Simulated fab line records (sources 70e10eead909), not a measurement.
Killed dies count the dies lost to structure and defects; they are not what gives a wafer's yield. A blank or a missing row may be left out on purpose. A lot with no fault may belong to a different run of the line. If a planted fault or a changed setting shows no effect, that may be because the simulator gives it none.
Chamber matching || flow nand-harc || 3 sister chambers for NHARC_A_SLIT_DEP_23 on pecvd-03
The step deposits SiON, target thk 100 nm. 3 wafers are shown with their chamber, then 10 later ones without.

EACH WAFER AND ITS CHAMBER
{"wafer": "L076.1", "chamber": 0, "heater-power-w (W)": 740}
{"wafer": "L083.1", "chamber": 2, "heater-power-w (W)": 773}
{"wafer": "L083.2", "chamber": 1, "heater-power-w (W)": 829}

WAFERS WITH NO CHAMBER GIVEN
{"wafer": "L083.6", "heater-power-w (W)": 775}
{"wafer": "L086.2", "heater-power-w (W)": 783}
{"wafer": "L086.3", "heater-power-w (W)": 816}
{"wafer": "L086.5", "heater-power-w (W)": 796}
{"wafer": "L097.1", "heater-power-w (W)": 804}
{"wafer": "L097.3", "heater-power-w (W)": 737}
{"wafer": "L097.6", "heater-power-w (W)": 844}
{"wafer": "L096.1", "heater-power-w (W)": 895}
{"wafer": "L096.2", "heater-power-w (W)": 722}
{"wafer": "L096.4", "heater-power-w (W)": 912}

THE CHAMBER EACH PASSED THROUGH
{"wafer": "L083.6", "from the rows above": "can't be placed: 2 or 0 or 1", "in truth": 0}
{"wafer": "L086.2", "from the rows above": "can't be placed: 2 or 0 or 1", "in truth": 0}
{"wafer": "L086.3", "from the rows above": "can't be placed: 1 or 2 or 0", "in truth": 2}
{"wafer": "L086.5", "from the rows above": "can't be placed: 2 or 1 or 0", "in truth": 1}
{"wafer": "L097.1", "from the rows above": "can't be placed: 1 or 2 or 0", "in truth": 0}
{"wafer": "L097.3", "from the rows above": "can't be placed: 0 or 2", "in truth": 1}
{"wafer": "L097.6", "from the rows above": "can't be placed: 1 or 2", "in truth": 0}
{"wafer": "L096.1", "from the rows above": "can't be placed: 1 or 2", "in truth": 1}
{"wafer": "L096.2", "from the rows above": "can't be placed: 0 or 2", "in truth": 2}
{"wafer": "L096.4", "from the rows above": "can't be placed: 1 or 2", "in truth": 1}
0 of 10 placed correctly. Can't be placed from these rows: 10 (the true chamber is among the candidates in 8). 0 placed wrongly.
How it was worked out, from the rows above alone: a wafer's distance from a chamber is the root of the sum, over the readings, of the square of ((its reading less the chamber's mean) divided by the reading's scatter). If the next closest chamber is less than 2 further off than the closest, the wafer can't be placed; otherwise it belongs to the closest. Each chamber's mean is taken over the wafers shown for it. The scatter (one wafer shown for each chamber): square how far every hidden wafer sits from the nearest shown wafer, average those squares and take the square root.
